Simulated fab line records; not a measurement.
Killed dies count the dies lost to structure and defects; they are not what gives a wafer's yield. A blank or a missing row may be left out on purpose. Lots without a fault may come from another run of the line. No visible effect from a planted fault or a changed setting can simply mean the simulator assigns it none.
fab line records ; flow nand_harc
record: lots: 12; wafers: 36; last_day: 24
route steps=1159 shown A_STAIRCASE@596 END@1159
lots untouched by any fault: they come from a run of this same line in which no faults occurred
start_h: the number of hours between the record's first day and the start of the first shown wafer of the lot ; wait_h: time in hours since the lot's previous step ; " the same as in the row above ; L1.1+2: several wafers, shown together as one row ; - no value, or no start was given ; * or withheld: withheld ; < > ~ a bound
route shown NAME@n: names a module that has steps shown in the file, with the first one's number in the route ; usual: the fault-free wafers' mean and standard deviation ; same: alike in all rows ; chamber/n: place in a boat ; sites: readings site by site ; _std_site: their standard deviation ; _edge_site: outer sites' mean less inner sites' ; radius_mm: how far each site lies from the wafer's centre ; mask NAME#n: copy n ; behind: the tool/chamber that last shaped the wafer ; hold: the reason the lot was held/the length of the hold in hours/how it ended ; device: the n, p or np transistor that did not switch ; end of line: tests of these same wafers at the route's end ; where a step has no rows: the recipe by itself ; killed: dies lost to structure and defects at the first sort, not the wafer's yield ; map: the dies of a wafer, with x for killed, . for not killed, _ for no die there
set.NAME: the run value of the setting; set.NAME@STEP: its run value at that earlier step ; model.NAME: the simulator's own value behind a step, which no gauge read
one table for each step of the route and one row for each wafer, over a sample of lots
services: from which hour (start_h, from the record's first day; less than 0 if before it) a tool's chamber was out of use, for how many hours, and why
== steps ==
step: NHARC_A_STAIRCASE_TRIM_202
recipe: time_s: 211.2; o2_flow_sccm: 500; ar_flow_sccm: 0; bias_w: 0; chemistry: O2
usual: drypump_motor_current_A: 5.8/0.57; oes_product_au: 1.001/0.013; rf_vpp_V: 57.9/0.82; showerhead_plenum_p_Torr: 3.52/0.11; throttle_valve_pct: 17.036/0.0086
lot.wafer;tool;chamber;start_h;wait_h;drypump_motor_current_A;oes_product_au;rf_hours_counter_h;rf_vpp_V;showerhead_plenum_p_Torr;throttle_valve_pct
L305.2;rie_diel-11;3;-;-;5.4;0.991;16;58.6;3.41;17.022
L305.3;rie_diel-11;0;-;-;6.1;0.982;15;58.1;3.48;17.046
L305.1;rie_diel-11;1;-;-;6.4;1.006;16;58.5;3.63;17.040
L306.3;rie_diel-07;3;-;-;5.1;0.989;6;56.8;3.55;17.033
L306.2;rie_diel-07;0;-;-;5.3;1.008;6;58.9;3.62;17.044
L306.5;rie_diel-07;3;-;-;5.1;0.986;-;57.4;3.55;17.020
L307.2;rie_diel-07;2;-;-;6.2;1.001;6;57.0;3.46;17.021
L307.1;rie_diel-07;3;-;-;5.1;0.985;6;58.8;3.55;17.031
L307.3;rie_diel-07;1;-;-;6.6;1.014;7;58.8;3.52;17.042
L308.3;rie_diel-11;1;-;-;6.4;1.018;21;57.6;3.63;17.038
L308.2;rie_diel-11;2;-;-;5.6;1.007;21;57.7;3.34;17.043
L308.5;rie_diel-11;1;-;-;6.4;1.003;-;58.1;3.63;17.035
L310.2;rie_diel-07;3;-;-;5.1;1.000;12;58.3;3.55;17.044
L310.6;rie_diel-07;3;-;-;5.1;0.993;-;57.9;3.55;17.030
L310.5;rie_diel-07;0;-;-;5.4;1.011;-;58.7;3.62;17.036
L309.4;rie_diel-11;3;-;-;5.4;0.991;27;58.2;3.41;17.042
L309.2;rie_diel-11;1;-;-;6.4;1.011;28;56.9;3.62;17.039
L309.5;rie_diel-11;2;-;-;5.6;1.022;-;57.7;3.34;17.039
L314.1;rie_diel-07;2;-;-;6.2;0.987;21;56.6;3.45;17.029
L314.5;rie_diel-07;2;-;-;6.2;0.997;-;57.1;3.45;17.047
L314.6;rie_diel-07;3;-;-;5.1;0.982;-;56.5;3.55;17.045
L317.1;rie_diel-11;3;-;-;5.4;0.995;45;56.9;3.40;17.026
L317.3;rie_diel-11;0;-;-;6.1;0.981;46;57.1;3.46;17.031
L317.2;rie_diel-11;2;-;-;5.6;1.011;42;58.9;3.33;17.035
L322.4;rie_diel-07;1;-;-;6.7;1.029;41;57.9;3.50;17.028
L322.3;rie_diel-07;2;-;-;6.2;1.004;39;57.1;3.44;17.024
L322.1;rie_diel-07;0;-;-;5.3;1.015;40;57.2;3.60;17.030
L323.2;rie_diel-03;1;-;-;4.9;0.990;45;57.5;3.62;17.033
L323.4;rie_diel-03;3;-;-;6.8;1.018;50;57.6;3.48;17.015
L323.1;rie_diel-03;0;-;-;5.6;1.002;44;58.4;3.66;17.042
L326.3;rie_diel-03;0;-;-;5.6;1.021;56;58.2;3.65;17.026
L326.5;rie_diel-03;1;-;-;4.9;0.994;-;57.7;3.61;17.039
L326.6;rie_diel-03;2;-;-;5.6;1.001;-;58.6;3.69;17.024
L328.3;rie_diel-07;0;-;-;5.3;1.023;53;56.9;3.59;17.015
L328.1;rie_diel-07;1;-;-;6.7;1.026;54;58.5;3.49;17.038
L328.2;rie_diel-07;3;-;-;5.1;0.991;52;57.7;3.53;17.035
step: NHARC_A_STAIRCASE_TRIM_220
recipe: time_s: 211.2; o2_flow_sccm: 500; ar_flow_sccm: 0; bias_w: 0; chemistry: O2
usual: drypump_motor_current_A: 5.9/0.61; oes_product_au: 1.004/0.012; rf_vpp_V: 57.9/0.8; showerhead_plenum_p_Torr: 3.53/0.1; throttle_valve_pct: 17.037/0.0086
lot.wafer;tool;chamber;start_h;wait_h;drypump_motor_current_A;oes_product_au;rf_hours_counter_h;rf_vpp_V;showerhead_plenum_p_Torr;throttle_valve_pct
L305.2;rie_diel-07;1;246.02;0.1;6.7;1.013;4;57.3;3.52;17.031
L305.3;rie_diel-07;2;246.02;0.1;6.2;1.000;4;56.9;3.46;17.045
L305.1;rie_diel-07;3;246.02;0.1;5.1;0.987;4;57.7;3.55;17.029
L306.2;rie_diel-07;1;251.10;0.1;6.6;1.021;7;56.9;3.51;17.048
L306.3;rie_diel-07;3;251.10;0.1;5.1;0.984;7;57.7;3.55;17.039
L306.5;rie_diel-07;1;251.10;0.1;6.6;1.018;-;58.4;3.51;17.033
L307.2;rie_diel-11;3;251.54;0.1;5.4;0.989;18;58.4;3.41;17.031
L307.3;rie_diel-11;0;251.54;0.1;6.2;0.984;19;56.8;3.48;17.035
L307.1;rie_diel-11;1;251.54;0.1;6.4;1.007;20;57.9;3.63;17.035
L308.2;rie_diel-03;0;256.41;0.1;5.6;0.999;13;56.9;3.68;17.027
L308.3;rie_diel-03;1;256.41;0.1;4.9;1.000;15;57.8;3.63;17.035
L308.5;rie_diel-03;3;256.41;0.1;6.7;1.001;-;58.7;3.50;17.052
L310.2;rie_diel-03;3;271.70;0.1;6.8;1.017;18;58.0;3.49;17.042
L310.5;rie_diel-03;2;271.70;0.1;5.7;1.017;-;59.7;3.71;17.034
L310.6;rie_diel-03;3;271.70;0.1;6.8;1.030;-;58.2;3.49;17.030
L309.4;rie_diel-07;2;274.23;0.1;6.2;1.008;14;57.8;3.46;17.034
L309.2;rie_diel-07;3;274.23;0.1;5.1;0.986;13;57.3;3.55;17.034
L309.5;rie_diel-07;3;274.23;0.1;5.1;0.988;-;57.7;3.55;17.036
L314.1;rie_diel-07;0;294.15;0.1;5.3;1.009;22;57.9;3.61;17.034
L314.6;rie_diel-07;0;294.15;0.1;5.3;1.020;-;56.9;3.61;17.036
L314.5;rie_diel-07;1;294.15;0.1;6.7;0.995;-;56.8;3.51;17.042
L317.2;rie_diel-07;1;320.38;0.1;6.7;1.014;33;58.7;3.50;17.033
L317.3;rie_diel-07;3;320.38;0.1;5.1;0.991;31;56.9;3.54;17.019
L317.1;rie_diel-07;0;320.38;0.1;5.3;1.022;33;58.5;3.60;17.046
L322.3;rie_diel-03;0;345.56;0.1;5.6;1.017;42;59.8;3.66;17.025
L322.1;rie_diel-03;1;345.56;0.1;4.9;1.002;44;57.3;3.62;17.033
L322.4;rie_diel-03;2;345.56;0.1;5.7;1.002;34;57.6;3.70;17.043
L323.2;rie_diel-03;2;350.70;0.3;5.6;1.008;36;59.0;3.70;17.051
L323.1;rie_diel-03;3;350.70;0.3;6.7;1.025;51;59.2;3.48;17.051
L323.4;rie_diel-03;2;350.70;0.3;5.7;0.990;-;56.7;3.70;17.027
L326.3;rie_diel-03;3;382.23;0.1;6.7;1.008;65;57.4;3.47;17.032
L326.6;rie_diel-03;1;382.23;0.1;4.9;0.996;-;59.4;3.61;17.029
L326.5;rie_diel-03;2;382.23;0.1;5.6;0.990;-;58.8;3.69;17.033
L328.3;rie_diel-03;2;385.48;0.1;5.6;0.999;52;58.7;3.69;17.022
L328.1;rie_diel-03;3;385.48;0.1;6.8;1.020;66;56.7;3.47;17.036
L328.2;rie_diel-03;0;385.48;0.1;5.6;1.024;58;58.1;3.65;17.020
step: NHARC_A_STAIRCASE_TRIM_224
recipe: time_s: 211.2; o2_flow_sccm: 500; ar_flow_sccm: 0; bias_w: 0; chemistry: O2
usual: drypump_motor_current_A: 5.8/0.62; oes_product_au: 1.002/0.012; rf_vpp_V: 57.8/0.78; showerhead_plenum_p_Torr: 3.54/0.1; throttle_valve_pct: 17.036/0.0095
lot.wafer;tool;chamber;start_h;wait_h;drypump_motor_current_A;oes_product_au;rf_hours_counter_h;rf_vpp_V;showerhead_plenum_p_Torr;throttle_valve_pct
L305.3;rie_diel-07;1;-;-;6.7;1.018;5;58.1;3.52;17.032
L305.1;rie_diel-07;3;-;-;5.1;0.996;4;57.4;3.55;17.038
L305.2;rie_diel-07;0;-;-;5.3;1.003;4;56.4;3.62;17.038
L306.2;rie_diel-07;3;-;-;5.1;0.997;7;57.7;3.55;17.025
L306.3;rie_diel-07;1;-;-;6.7;1.009;7;58.0;3.51;17.040
L306.5;rie_diel-07;3;-;-;5.1;0.997;-;57.2;3.55;17.034
L307.2;rie_diel-11;0;-;-;6.1;0.988;19;58.3;3.48;17.031
L307.3;rie_diel-11;1;-;-;6.4;1.006;20;59.3;3.63;17.027
L307.1;rie_diel-11;2;-;-;5.6;1.011;20;57.2;3.34;17.046
L308.2;rie_diel-03;2;-;-;5.6;0.995;13;58.0;3.71;17.043
L308.3;rie_diel-03;0;-;-;5.6;1.023;14;57.2;3.68;17.046
L308.5;rie_diel-03;1;-;-;4.9;0.993;-;57.9;3.63;17.032
L310.2;rie_diel-03;1;-;-;4.9;0.998;23;58.6;3.63;17.028
L310.5;rie_diel-03;1;-;-;4.9;1.004;-;58.1;3.63;17.042
L310.6;rie_diel-03;3;-;-;6.8;1.012;-;58.0;3.49;17.045
L309.2;rie_diel-07;2;-;-;6.2;0.994;15;58.6;3.45;17.023
L309.4;rie_diel-07;3;-;-;5.1;0.982;14;56.9;3.55;17.035
L309.5;rie_diel-07;3;-;-;5.1;0.990;-;57.6;3.55;17.043
L314.1;rie_diel-07;3;-;-;5.1;0.993;21;57.8;3.55;17.036
L314.6;rie_diel-07;0;-;-;5.4;1.024;-;57.9;3.61;17.056
L314.5;rie_diel-07;1;-;-;6.7;1.006;-;58.6;3.51;17.040
L317.1;rie_diel-07;3;-;-;5.1;0.982;31;56.1;3.54;17.026
L317.3;rie_diel-07;0;-;-;5.3;1.021;33;58.1;3.60;17.043
L317.2;rie_diel-07;1;-;-;6.7;1.017;33;58.6;3.50;17.019
L322.1;rie_diel-03;1;-;-;4.9;0.995;44;57.9;3.62;17.045
L322.3;rie_diel-03;2;-;-;5.6;1.002;34;58.1;3.70;17.047
L322.4;rie_diel-03;3;-;-;6.8;1.013;49;57.7;3.48;17.047
L323.1;rie_diel-03;0;-;-;5.6;1.019;45;58.6;3.66;17.035
L323.2;rie_diel-03;3;-;-;6.8;1.018;51;56.8;3.47;17.048
L323.4;rie_diel-03;0;-;-;5.6;1.018;-;56.3;3.66;17.032
L326.3;rie_diel-03;0;-;-;5.6;1.017;57;57.8;3.65;17.030
L326.5;rie_diel-03;3;-;-;6.8;1.022;-;58.7;3.47;17.030
L326.6;rie_diel-03;0;-;-;5.6;1.029;-;57.5;3.65;17.030
L328.2;rie_diel-03;2;-;-;5.6;0.999;52;57.9;3.69;17.033
L328.1;rie_diel-03;3;-;-;6.8;1.010;66;55.9;3.47;17.036
L328.3;rie_diel-03;1;-;-;4.9;1.000;58;58.7;3.61;17.030
step: NHARC_A_STAIRCASE_ETCH_234
recipe: target_depth_a: 1000; time_s: 40.5; ion_energy_ev: 400; c4f8_flow_sccm: 20; o2_flow_sccm: 10; ar_flow_sccm: withheld; rf_w: 600; bias_w: 1000; chemistry: C4F8/O2
usual: oes_product_au: 0.946/0.013; rf_vpp_V: 896/3.4
lot.wafer;tool;chamber;start_h;wait_h;oes_product_au;rf_hours_counter_h;rf_vpp_V
L305.3;rie_diel-07;1;247.80;-;0.954;5;895
L305.2;rie_diel-07;2;247.80;-;0.934;5;894
L305.1;rie_diel-07;0;247.80;-;0.951;5;900
L306.3;rie_diel-07;0;252.77;-;0.942;7;899
L306.2;rie_diel-07;1;252.77;-;0.967;7;895
L306.5;rie_diel-07;0;252.77;-;0.937;-;899
L307.3;rie_diel-11;0;253.20;-;0.917;19;895
L307.2;rie_diel-11;2;253.20;-;0.962;20;889
L307.1;rie_diel-11;3;253.20;-;0.947;19;891
L308.3;rie_diel-11;1;258.09;-;0.966;22;900
L308.2;rie_diel-11;2;258.09;-;0.949;22;889
L308.5;rie_diel-11;2;258.09;-;0.961;-;888
L310.2;rie_diel-07;0;274.49;-;0.950;14;899
L310.5;rie_diel-07;1;274.49;-;0.957;-;896
L310.6;rie_diel-07;2;274.49;-;0.926;-;893
L309.2;rie_diel-07;0;275.99;-;0.969;15;899
L309.4;rie_diel-07;2;275.99;-;0.939;15;892
L309.5;rie_diel-07;0;275.99;-;0.950;-;901
L314.1;rie_diel-07;0;295.87;-;0.952;23;899
L314.5;rie_diel-07;0;295.87;-;0.961;-;899
L314.6;rie_diel-07;1;295.87;-;0.968;-;894
L317.1;rie_diel-07;1;322.07;-;0.956;33;896
L317.2;rie_diel-07;2;322.07;-;0.943;32;892
L317.3;rie_diel-07;0;322.07;-;0.957;33;898
L322.1;rie_diel-07;3;347.43;-;0.927;40;896
L322.3;rie_diel-07;0;347.43;-;1.094;42;899
L322.4;rie_diel-07;1;347.43;-;0.942;42;897
L323.1;rie_diel-03;2;352.82;-;0.945;37;902
L323.2;rie_diel-03;0;352.82;-;0.947;46;902
L323.4;rie_diel-03;0;352.82;-;0.957;-;901
L326.3;rie_diel-03;1;384.42;-;0.933;58;899
L326.6;rie_diel-03;2;384.42;-;0.941;-;902
L326.5;rie_diel-03;3;384.42;-;0.951;-;894
L328.2;rie_diel-03;1;387.37;-;0.948;59;899
L328.1;rie_diel-03;2;387.37;-;0.949;52;903
L328.3;rie_diel-03;3;387.37;-;0.961;67;895
step: NHARC_END_SORT_01
recipe: temp_c: 25
usual: killed_at_array: 26/10; killed_at_other: 0.5/0.87; killed_at_periphery: 3.0/2.5; killed_dies: 29/11; killed_open: 3.3/1.9; killed_short: 1.8/1.5
same: gross_dies: 677
lot.wafer;tool;chamber;start_h;wait_h;hold;killed_at_array;killed_at_other;killed_at_periphery;killed_dies;killed_open;killed_short
L308.2;prober-01;0;442.81;2.8;-;14;0;3;17;4;2
L308.3;prober-01;0;443.61;3.1;-;13;0;5;18;3;2
L308.5;prober-01;0;445.20;3.7;-;12;1;2;15;1;1
L317.1;prober-02;0;511.50;2.5;-;40;0;7;47;2;2
L317.2;prober-02;0;512.30;2.8;-;47;0;10;57;3;1
L317.3;prober-02;0;513.09;3.1;-;30;0;13;43;2;0
L322.1;prober-01;0;557.93;2.5;await_dispo/1.6h/release;32;1;4;37;2;5
L322.3;prober-01;0;559.51;3.1;await_dispo/1.6h/release;220;0;4;224;4;2
L322.4;prober-01;0;560.30;3.4;await_dispo/1.6h/release;30;1;2;33;6;0
killed by level:class
L308.2 A_CHANNEL_FILL_D1:chamber_film_flake=5 A_CONTACT:chamber_film_flake=4 P_CONTACT:geometric_particle:open=1 P_M0:geometric_particle:open=1 A_ONON_D1:geometric_particle:short=1 A_CHANNEL_FILL_D1:geometric_particle:short=1 A_SGD_CUT:geometric_particle:open=1 A_M0:geometric_particle:open=1
L308.3 A_CONTACT:chamber_film_flake=3 P_ZERO_WELL:chamber_film_flake=2 A_CHANNEL_HOLE_D1:chamber_film_flake=2 A_CHANNEL_FILL_D1:chamber_film_flake=2 A_WL_FILL:chamber_film_flake=2 P_M2:geometric_particle:short=1 A_SOURCE_PLATE:geometric_particle:open=1 A_CHANNEL_FILL_D1:geometric_particle:open=1
L308.5 A_CONTACT:chamber_film_flake=5 A_CHANNEL_HOLE_D1:chamber_film_flake=3 P_ZERO_WELL:chamber_film_flake=2 A_CHANNEL_FILL_D1:chamber_film_flake=2 A_SGD_CUT:geometric_particle:open=1 A_M0:geometric_particle:short=1 HYBRID_BOND:chamber_film_flake=1
L317.1 A_CHANNEL_HOLE_D1:chamber_film_flake=23 A_SLIT:chamber_film_flake=10 P_CONTACT:chamber_film_flake=4 P_STI:chamber_film_flake=2 A_CONTACT:chamber_film_flake=2 A_CHANNEL_FILL_D1:geometric_particle:short=1 A_STAIRCASE:geometric_particle:open=1 A_WL_FILL:geometric_particle:short=1
L317.2 A_SLIT:chamber_film_flake=22 A_CHANNEL_HOLE_D1:chamber_film_flake=18 P_STI:chamber_film_flake=5 A_M0:geometric_particle:open=2 P_GATE:chamber_film_flake=2 P_CONTACT:chamber_film_flake=2 A_CONTACT:chamber_film_flake=2 P_M0:geometric_particle:short=1
L317.3 A_SLIT:chamber_film_flake=16 A_CHANNEL_HOLE_D1:chamber_film_flake=12 P_STI:chamber_film_flake=5 P_M2:chamber_film_flake=3 P_CONTACT:chamber_film_flake=2 P_CONTACT:geometric_particle:open=1 P_M1:geometric_particle:open=1 P_GATE:chamber_film_flake=1
L322.1 A_CHANNEL_HOLE_D1:chamber_film_flake=20 A_STAIRCASE:chamber_film_flake=4 A_CONTACT:chamber_film_flake=4 P_GATE:geometric_particle:short=1 P_CONTACT:geometric_particle:short=1 P_M0:geometric_particle:short=1 A_SOURCE_PLATE:geometric_particle:open=1 A_STAIRCASE:geometric_particle:short=1
L322.3 A_STAIRCASE:area_etch=188 A_CHANNEL_HOLE_D1:chamber_film_flake=16 A_CONTACT:chamber_film_flake=9 P_STI:chamber_film_flake=2 P_GATE:geometric_particle:short=1 A_CHANNEL_FILL_D1:geometric_particle:open=1 A_SGD_CUT:geometric_particle:open=1 A_WL_FILL:geometric_particle:open=1
L322.4 A_CHANNEL_HOLE_D1:chamber_film_flake=15 A_CONTACT:chamber_film_flake=7 A_CONTACT:geometric_particle:open=2 A_STAIRCASE:chamber_film_flake=2 P_M0:geometric_particle:open=1 A_ONON_D1:geometric_particle:open=1 A_SGD_CUT:geometric_particle:open=1 A_M0:geometric_particle:open=1
== services ==
tool;chamber;start_h;hours;kind
rie_diel-07;2;220.26;4.4;repair
rie_diel-07;-;228.35;9.0;pm
rie_diel-07;0;228.35;9.0;vent_cycle
rie_diel-07;1;228.35;9.0;vent_cycle
rie_diel-07;2;228.35;9.0;vent_cycle
rie_diel-07;3;228.35;9.0;vent_cycle
rie_diel-07;0;237.35;-;clean
rie_diel-07;1;237.35;-;clean
rie_diel-07;2;237.35;-;clean
rie_diel-07;3;237.35;-;clean
rie_diel-07;0;261.85;-;clean
rie_diel-07;1;261.85;-;clean
rie_diel-07;2;261.85;-;clean
rie_diel-07;3;261.85;-;clean
rie_diel-03;0;269.25;10.1;repair
rie_diel-03;-;281.47;2.5;repair
rie_diel-03;2;288.86;36.9;repair
rie_diel-03;1;298.74;9.8;repair
rie_diel-03;0;305.88;5.3;repair
rie_diel-11;-;346.13;0.5;repair
rie_diel-03;1;350.16;4.0;repair
rie_diel-11;-;355.38;0.4;repair
rie_diel-11;1;361.75;2.5;repair
rie_diel-11;-;366.50;9.0;pm
== key ==
first_sign: step: NHARC_A_STAIRCASE_ETCH_234; reading: oes_product_au; direction: up; sigmas: 11; usual: 0.946; struck: 1.094
effect: step: NHARC_END_SORT_01; reading: killed_at_array; direction: up; sigmas: 19; usual: 26; struck: 220
more_kills_born_at: NHARC_A_STAIRCASE_ETCH_234@rie_diel-07: 188
met_at NHARC_A_STAIRCASE_ETCH_234
struck_lots L322
struck_wafers L322.3
tester_left_out L322
not_acting_at NHARC_A_STAIRCASE_TRIM_202,NHARC_A_STAIRCASE_TRIM_220,NHARC_A_STAIRCASE_TRIM_224
onset_between 322.07 347.43
fault: kind: process_parameter_drift; tool: rie_diel-07; chamber: -; onset_h: 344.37; steps: NHARC_A_STAIRCASE_ETCH_234; channel: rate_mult; offset: 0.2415; shape: step; end_h: 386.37; scope: struck_wafers_only
tester_left_out: of these lots the tester's yield and bins aren't shown, on N5 and GAA mostly nor the transistor test; their killed dies are dies lost to structure and defects alone, not to doping, threshold or leakage, so they don't give the yield
